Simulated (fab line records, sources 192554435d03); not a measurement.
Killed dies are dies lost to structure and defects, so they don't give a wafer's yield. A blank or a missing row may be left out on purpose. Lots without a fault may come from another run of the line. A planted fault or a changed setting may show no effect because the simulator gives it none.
Chamber matching | flow n5_finfet | N5_FIN_SAQP_SPACER2_ETCHBACK_29 on rie_diel-05: 4 sister chambers
The step etches SiO2 in CHF3/O2, target depth 12.2 nm, time 6.1 s. 16 wafers are shown with their chamber, then 8 later ones without.

WAFERS WITH THEIR CHAMBER
wafer  | chamber | drypump_motor_current_A (A) | showerhead_plenum_p_Torr (Torr) | throttle_valve_pct (%)
L075.3 | 2       | 6.2                         | 2.33                            | 19.11
L075.4 | 0       | 5.2                         | 2.41                            | 18.58
L075.5 | 1       | 5.4                         | 2.41                            | 18.96
L081.2 | 1       | 5.4                         | 2.40                            | 18.98
L081.3 | 3       | 4.8                         | 2.51                            | 18.85
L081.6 | 3       | 4.8                         | 2.51                            | 18.82
L082.1 | 0       | 5.3                         | 2.40                            | 18.61
L082.4 | 2       | 6.2                         | 2.32                            | 19.14
L082.5 | 0       | 5.2                         | 2.40                            | 18.60
L083.3 | 2       | 6.2                         | 2.32                            | 19.14
L083.5 | 2       | 6.2                         | 2.32                            | 19.15
L083.6 | 3       | 4.8                         | 2.51                            | 18.84
L085.1 | 2       | 6.2                         | 2.32                            | 19.12
L085.3 | 0       | 5.2                         | 2.40                            | 18.63
L085.5 | 0       | 5.2                         | 2.40                            | 18.60
L094.3 | 0       | 5.2                         | 2.40                            | 18.65

SIGNATURES (means of the wafers above)
reading                  | chamber 0 | chamber 1 | chamber 2 | chamber 3 | scatter within a chamber
drypump_motor_current_A  | 5.217     | 5.400     | 6.200     | 4.800     | 0.0264
showerhead_plenum_p_Torr | 2.4017    | 2.4050    | 2.3220    | 2.5100    | 0.00422
throttle_valve_pct       | 18.6117   | 18.9700   | 19.1320   | 18.8367   | 0.0201
Rule: a wafer's distance from a chamber is the root of the sum, over the readings, of the square of ((its reading less the chamber's mean) divided by the reading's scatter). The wafer belongs to the nearest chamber; if the next one is less than 2 further off, it can't be placed. The scatter: the root of (the sum of the squares of (reading less its chamber's mean) over the shown wafers, divided by (wafers less chambers)).

WAFERS WITHOUT THEIR CHAMBER
wafer  | drypump_motor_current_A (A) | showerhead_plenum_p_Torr (Torr) | throttle_valve_pct (%)
L094.4 | 4.8                         | 2.50                            | 18.85
L094.6 | 5.4                         | 2.39                            | 19.02
L096.1 | 5.2                         | 2.39                            | 18.66
L096.2 | 4.8                         | 2.49                            | 18.88
L096.4 | 6.2                         | 2.31                            | 19.16
L097.3 | 4.8                         | 2.49                            | 18.88
L097.4 | 6.2                         | 2.31                            | 19.19
L097.6 | 5.2                         | 2.39                            | 18.67

WHICH CHAMBER EACH WENT THROUGH
wafer  | from the rows above | in truth
L094.4 | 3                   | 3
L094.6 | 1                   | 1
L096.1 | 0                   | 0
L096.2 | 3                   | 3
L096.4 | 2                   | 2
L097.3 | 3                   | 3
L097.4 | 2                   | 2
L097.6 | 0                   | 0
Placed correctly: 8 of 8. Can't be placed from these rows: 0. Placed wrongly: 0.
